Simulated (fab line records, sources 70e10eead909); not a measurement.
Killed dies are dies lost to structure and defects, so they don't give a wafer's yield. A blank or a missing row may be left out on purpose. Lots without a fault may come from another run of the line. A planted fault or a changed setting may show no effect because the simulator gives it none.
A struck lot beside a sound one | flow nand_harc | 14 steps out of a route of 1302
Sound: wafers L520.3, L520.4, L520.5. Struck: wafers L537.4, L537.5. (L537.2 of the same lot was not struck and is left out.) The cause comes at the end.
At each step with rows: each side's tool, then ch and its chambers, then its first start. Under that, the readings that differ: sound wafers | struck wafers | difference of the means | sigmas: that difference in standard deviations of wafers without a fault.
alike: readings whose means differ by less than 2 such deviations, and words and numbers that are the same on both sides. not compared: withheld readings, readings that some wafer has no value for, bounds like >300 that may hide the same value, and numbers for which the record gives no deviation and whose values overlap.
The two part at a step that has a row with sigmas, a row that says differs or no value, or rows on one side only. Numbers that don't overlap but have no deviation are shown without sigmas and don't part them. A reading that every wafer of one side lacks parts them only if that side has two wafers or more.

first, 6 steps without rows for these wafers: NHARC_A_DECK1_JOINT_CVD_34 (deposits SiNx, target thk 20 nm); NHARC_A_DECK1_JOINT_DEP_06 (deposits SiOx, target thk 80 nm); NHARC_A_DECK1_JOINT_CURE_26 (time 32 s); NHARC_A_DECK1_JOINT_ANNEAL_27 (time 3600 s); NHARC_A_DECK1_JOINT_ANNEAL_28 (time 1800 s); NHARC_A_DECK1_JOINT_ANNEAL_29 (time 1800 s).
NHARC_A_DECK1_JOINT_CMP_02: polishes SiOx.
  sound on cmp-03 ch 0,2,3, day 12 23:41; struck on cmp-04 ch 1,3, day 20 04:34
  alike: motor_current_A, retaining_ring_pressure_frac, slurry_filter_dp_kPa
then, 1 step without rows for these wafers: NHARC_A_DECK1_JOINT_SRD_15.
NHARC_A_DECK1_JOINT_DEP_16: deposits SiO2, target thk 45 nm.
  sound on pecvd-01 ch 1,2, day 13 00:07; struck on pecvd-01 ch 0,2, day 20 05:00
  alike: heater_power_outer_w, heater_power_w, rf_fwd_power_W, throttle_valve_pct
  not compared: since_wet_clean_h
NHARC_A_DECK1_JOINT_THK_MEAS_17: measures by ellipsometry.
  sound on film_metro-02, day 13 00:20; struck on film_metro-01, day 20 05:15
  reading     | sound          | struck    | difference | sigmas
  thk_nm (nm) | 42.6 44.8 45.3 | 46.9 46.9 | +2.7       | +2
NHARC_A_DECK1_JOINT_INSPECT_05:
  sound on defect_inspect-02, day 13 00:22; struck on defect_inspect-02, day 20 05:17
  alike: raw_defect_count
NHARC_A_ONON_D2_DEP_00: target thk 1000 nm.
  sound on pecvd_onon-04 ch 0, day 13 00:33; struck on pecvd_onon-04 ch 0, day 20 05:25
NHARC_A_ONON_D2_THK_MEAS_02: measures by ellipsometry.
  sound on film_metro-01, day 13 00:57; struck on film_metro-02, day 20 05:52
  reading     | sound       | struck    | difference | sigmas
  thk_nm (nm) | 999 997 996 | 1611 1609 | +613       | +85
then, 1 step without rows for these wafers: NHARC_A_ONON_D2_DEP_03 (target thk 1000 nm).

WHERE THEY PART
First at NHARC_A_DECK1_JOINT_THK_MEAS_17; last, within this record, at NHARC_A_ONON_D2_THK_MEAS_02.

WHY: what the simulator had put in
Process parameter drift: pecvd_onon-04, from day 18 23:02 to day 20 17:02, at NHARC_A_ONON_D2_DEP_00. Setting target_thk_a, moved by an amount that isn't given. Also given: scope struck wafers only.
